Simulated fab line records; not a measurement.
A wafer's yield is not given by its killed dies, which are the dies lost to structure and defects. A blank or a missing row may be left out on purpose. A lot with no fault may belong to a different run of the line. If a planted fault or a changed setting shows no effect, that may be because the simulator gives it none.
What tool caused it?    flow n5-finfet    Sampling: 8 lots, 24 wafers, 7 of 1938 route steps

WHAT THE GAUGES SHOWED, per wafer
N5_MOL_CONTACT_COAG_CD_MEAS_137: the cd target is 16 nm. Usual: 15.9 nm for cd-nm, sd 0.33.
lot   measured      on         cd-nm (nm)      flag
L286  day 5 22:52   cd-sem-01  16.1 16.3 16.2  
L299  day 9 04:44   cd-sem-01  15.5 15.8 15.6  
L300  day 9 07:47   cd-sem-03  16.2 15.5 15.7  
L301  day 9 19:23   cd-sem-02  15.6 15.3 15.7  
L302  day 9 22:54   cd-sem-01  16.1 15.8 16.3  
L304  day 10 17:35  cd-sem-02  15.3 15.9 15.5  
L305  day 10 17:40  cd-sem-03  15.9 15.7 15.8  
L306  day 10 23:40  cd-sem-03  15.5 16.2 15.6  

N5_MOL_CONTACT_COAG_CD_MEAS_101: the cd target is 16 nm. Usual: 16.0 nm for cd-nm, sd 0.33.
lot   measured      on         cd-nm (nm)      flag
L286  day 6 00:08   cd-sem-02  15.8 15.4 15.1  
L299  day 9 06:17   cd-sem-03  - - -           OFF
L300  day 9 09:08   cd-sem-03  - - -           OFF
L301  day 9 20:43   cd-sem-01  - - -           OFF
L302  day 10 00:19  cd-sem-03  15.5 15.8 16.0  
L304  day 10 19:10  cd-sem-02  16.0 15.8 15.0  
L305  day 10 19:15  cd-sem-02  16.0 16.1 15.3  
L306  day 11 00:58  cd-sem-03  15.9 15.8 16.0  

N5_BEOL_M4_RC_MEAS_101. Usual: DIBL_N 36.6 mV/V, standard deviation 1.7; DIBL_P 36.7 mV/V, standard deviation 2; IOFF_N 0.16 nA/um, standard deviation 0.033; IOFF_P 0.22 nA/um, standard deviation 0.04; ION_N 673 uA/um, standard deviation 12; ION_P 463 uA/um, standard deviation 7.9; SS_N 71.7 mV/dec, standard deviation 0.58; SS_P 73.3 mV/dec, standard deviation 0.64; VT_N 249 mV, standard deviation 3.3; VT_P -249 mV, standard deviation 3.1.
lot   measured      on         DIBL_N (mV/V)   DIBL_P (mV/V)   IOFF_N (nA/um)  IOFF_P (nA/um)  ION_N (uA/um)  ION_P (uA/um)  SS_N (mV/dec)   SS_P (mV/dec)   VT_N (mV)    VT_P (mV)       flag
L286  day 8 08:48   prober-02  37.4 36.6 35.1  36.5 35.8 33.8  0.15 0.14 0.12  0.24 0.22 0.19  659 675 660    462 468 459    71.5 71.6 71.0  73.7 72.6 72.4  254 251 260  -248 -247 -251  
L302  day 13 08:50  prober-01  37.4 34.4 35.0  37.5 34.5 34.6  0.17 0.12 0.13  0.25 0.20 0.21  671 677 672    462 468 463    71.8 71.2 71.5  73.2 72.4 72.7  251 253 251  -248 -249 -251  
L304  day 13 23:58  prober-02  38.8 39.8 38.0  39.4 39.9 37.9  0.23 0.24 0.19  0.33 0.33 0.29  705 710 676    492 487 473    72.3 71.7 71.3  74.1 73.6 73.4  243 243 247  -241 -240 -245  
L305  day 14 01:58  prober-02  36.0 36.1 35.2  37.2 37.1 37.1  0.16 0.16 0.15  0.20 0.21 0.21  664 664 675    458 455 465    71.9 71.8 71.7  73.5 73.3 73.1  247 251 250  -250 -250 -249  
L306  day 13 20:07  prober-01  35.2 35.2 35.2  34.2 34.8 34.8  0.14 0.14 0.14  0.21 0.22 0.22  664 677 667    461 471 464    71.9 72.0 71.6  72.5 72.5 72.4  250 251 250  -246 -248 -246  

TOOL THAT RAN EACH LOT (tool first, then ch and the chambers of the sampled wafers, then the start)
lot   N5_MOL_CONTACT_COAG_STRIP_96        N5_MOL_CONTACT_COAG_ETCH_66         N5_MOL_CONTACT_COAG_ALD_133        N5_MOL_CONTACT_COAG_ETCHBACK_134
L286  rie-diel-03 ch 0,1, day 5 22:35     rie-diel-04 ch 0,1,3, day 5 23:22   ald-sin-03 ch 0,2,3, day 5 23:26   rie-diel-05 ch 2,3, day 5 23:38
L299  rie-diel-05 ch 1,2, day 9 04:28     rie-diel-04 ch 1,2,3, day 9 05:22   ald-sin-02 ch 0,1,2, day 9 05:26   rie-diel-04 ch 1,2,3, day 9 05:46
L300  rie-diel-05 ch 2,3, day 9 07:31     rie-diel-03 ch 0,1,2, day 9 08:16   ald-sin-04 ch 0,3, day 9 08:26     rie-diel-03 ch 0,2,3, day 9 08:37
L301  rie-diel-05 ch 1,3, day 9 19:07     rie-diel-05 ch 0,3, day 9 19:53     ald-sin-02 ch 2,3, day 9 20:01     rie-diel-05 ch 0,3, day 9 20:12
L302  rie-diel-03 ch 0,1,3, day 9 22:38   rie-diel-04 ch 0,2,3, day 9 23:24   ald-sin-02 ch 0,1,2, day 9 23:38   rie-diel-04 ch 0,1,3, day 9 23:49
L304  rie-diel-04 ch 2,3, day 10 17:19    rie-diel-05 ch 1,2, day 10 18:23    ald-sin-04 ch 0,3, day 10 18:28    rie-diel-05 ch 1,2,3, day 10 18:38
L305  rie-diel-05 ch 1,2, day 10 17:25    rie-diel-04 ch 0,2, day 10 18:28    ald-sin-02 ch 1,2, day 10 18:34    rie-diel-03 ch 0,2, day 10 18:44
L306  rie-diel-05 ch 1,2,3, day 10 23:24  rie-diel-04 ch 0,2,3, day 11 00:10  ald-sin-04 ch 0,1,2, day 11 00:14  rie-diel-04 ch 0,2,3, day 11 00:27
- N5_MOL_CONTACT_COAG_STRIP_96: strips in N2/H2.
- N5_MOL_CONTACT_COAG_ETCH_66: etches SiARC in CF4, target depth 13 nm, time 21.7 s.
- N5_MOL_CONTACT_COAG_ALD_133: deposits SiO2, target thk 5 nm, pulse time 1 s, co reactant pulse time 1 s.
- N5_MOL_CONTACT_COAG_ETCHBACK_134: etches SiO2 in CHF3, target depth 10 nm, time 6.7 s.

AS READ BY THE TOOLS THEMSELVES (means over the sampled wafers that have a number; for cases with no such wafer, the mark the record gives instead)
N5_MOL_CONTACT_COAG_STRIP_96. Usual: bias-power-w 28.00 W, standard deviation 0.085; drypump-motor-current-A 5.9 A, standard deviation 0.47; oes-product-au 0.76 a.u., standard deviation 0.09; rf-vpp-V 121.8 V, standard deviation 1.3; showerhead-plenum-p-Torr 3.35 Torr, standard deviation 0.094; throttle-valve-pct 18.90 %, standard deviation 0.28.
lot   tool         bias-power-w (W)  drypump-motor-current-A (A)  oes-product-au (a.u.)  rf-vpp-V (V)  showerhead-plenum-p-Torr (Torr)  throttle-valve-pct (%)  flag
L286  rie-diel-03  28.18             5.8                          0.79                   121.9         3.32                             18.85                   
L299  rie-diel-05  28.04             5.3                          0.70                   121.9         3.29                             19.08                   
L300  rie-diel-05  27.95             6.1                          0.69                   121.7         3.26                             19.05                   
L301  rie-diel-05  28.07             5.4                          0.71                   122.6         3.37                             18.82                   
L302  rie-diel-03  28.04             5.8                          0.80                   122.2         3.29                             18.85                   
L304  rie-diel-04  28.03             6.2                          0.75                   120.9         3.26                             18.97                   
L305  rie-diel-05  27.91             5.6                          0.90                   123.2         3.50                             18.96                   
L306  rie-diel-05  28.09             5.7                          0.79                   123.0         3.44                             18.83                   

N5_MOL_CONTACT_COAG_ETCH_66. Usual: bias-w 36.01 W, standard deviation 0.11; cf4-flow-sccm 100.0 sccm, standard deviation 0.31; drypump-motor-current-A 5.9 A, standard deviation 0.46; etch-rf-on-time-s 21.7 s, standard deviation 0.46; oes-product-au 0.64 a.u., standard deviation 0.068; rf-vpp-V 184.0 V, standard deviation 1; showerhead-plenum-p-Torr 2.13 Torr, standard deviation 0.06; throttle-valve-pct 15.59 %, standard deviation 0.23.
lot   tool         bias-w (W)  cf4-flow-sccm (sccm)  drypump-motor-current-A (A)  etch-rf-on-time-s (s)  oes-product-au (a.u.)  rf-vpp-V (V)  showerhead-plenum-p-Torr (Torr)  throttle-valve-pct (%)  flag
L286  rie-diel-04  35.95       100.0                 6.2                          21.9                   0.64                   184.6         2.16                             15.39                   
L299  rie-diel-04  -           -                     -                            -                      -                      -             -                                -                       OFF
L300  rie-diel-03  -           -                     -                            -                      -                      -             -                                -                       OFF
L301  rie-diel-05  -           -                     -                            -                      -                      -             -                                -                       OFF
L302  rie-diel-04  35.89       99.8                  6.3                          21.9                   0.61                   184.4         2.13                             15.61                   
L304  rie-diel-05  36.10       100.2                 5.6                          21.3                   0.77                   185.3         2.23                             15.43                   
L305  rie-diel-04  36.01       100.1                 6.5                          22.1                   0.59                   184.7         2.17                             15.65                   
L306  rie-diel-04  36.03       99.9                  6.4                          22.1                   0.61                   183.4         2.12                             15.63                   

N5_MOL_CONTACT_COAG_ALD_133. Usual: heater-power-w 78 W, standard deviation 6.5; precursor-pulse-height-rel 0.998, standard deviation 0.02.
lot   tool        heater-power-w (W)  precursor-pulse-height-rel  flag
L286  ald-sin-03  79                  0.987                       
L299  ald-sin-02  79                  1.009                       
L300  ald-sin-04  76                  0.990                       
L301  ald-sin-02  77                  1.007                       
L302  ald-sin-02  80                  0.993                       
L304  ald-sin-04  76                  0.995                       
L305  ald-sin-02  84                  0.999                       
L306  ald-sin-04  79                  0.997                       

N5_MOL_CONTACT_COAG_ETCHBACK_134. Usual: CHF3_flow_sccm 50.01 sccm, standard deviation 0.16; drypump-motor-current-A 6.0 A, standard deviation 0.44; oes-product-au 0.74 a.u., standard deviation 0.076; rf-vpp-V 519 V, standard deviation 10; showerhead-plenum-p-Torr 2.36 Torr, standard deviation 0.072; throttle-valve-pct 18.66 %, standard deviation 0.25.
lot   tool         CHF3_flow_sccm (sccm)  drypump-motor-current-A (A)  oes-product-au (a.u.)  rf-vpp-V (V)  showerhead-plenum-p-Torr (Torr)  throttle-valve-pct (%)  flag
L286  rie-diel-05  50.09                  6.0                          0.71                   510           2.38                             18.59                   
L299  rie-diel-04  50.01                  6.2                          0.27                   524           2.36                             18.59                   OFF
L300  rie-diel-03  50.27                  5.6                          0.29                   524           2.39                             18.87                   OFF
L301  rie-diel-05  50.00                  6.0                          0.26                   506           2.37                             18.46                   OFF
L302  rie-diel-04  49.98                  6.2                          0.71                   530           2.39                             18.54                   
L304  rie-diel-05  49.91                  5.7                          0.79                   513           2.44                             18.54                   
L305  rie-diel-03  50.07                  5.8                          0.70                   523           2.42                             19.16                   
L306  rie-diel-04  50.04                  6.3                          0.71                   527           2.36                             18.71                   

THE ANSWER, worked out from the rows above alone
Rule: a lot is off if the mean of its wafers that have a number lies more than 3 standard deviations from the usual mean. Also off: a lot with no number at a reading for which 4 or more lots have one. All remaining lots with rows at the step are treated as sound. After the gauges, taken in route order, come the tools' own readings; for these a lot's mean is taken, as printed above. At the first step where some lot is off, the reading lying furthest off is the one used; lots without a number count as furthest.
Off: L299, L300, L301, at N5_MOL_CONTACT_COAG_CD_MEAS_101 (cd-nm). Without a number there: L299, L300, L301.
If a tool, at a process step before that reading, ran all the lots that are off and no sound lot after the first of them, it fits. Not tried: the gauges at N5_MOL_CONTACT_COAG_CD_MEAS_101; whatever is off there is also off at N5_MOL_CONTACT_COAG_ETCH_66, on other tools, and gauge error can't account for it. Of those tried, none fits.

WHAT HAD BEEN PUT IN BY THE SIMULATOR
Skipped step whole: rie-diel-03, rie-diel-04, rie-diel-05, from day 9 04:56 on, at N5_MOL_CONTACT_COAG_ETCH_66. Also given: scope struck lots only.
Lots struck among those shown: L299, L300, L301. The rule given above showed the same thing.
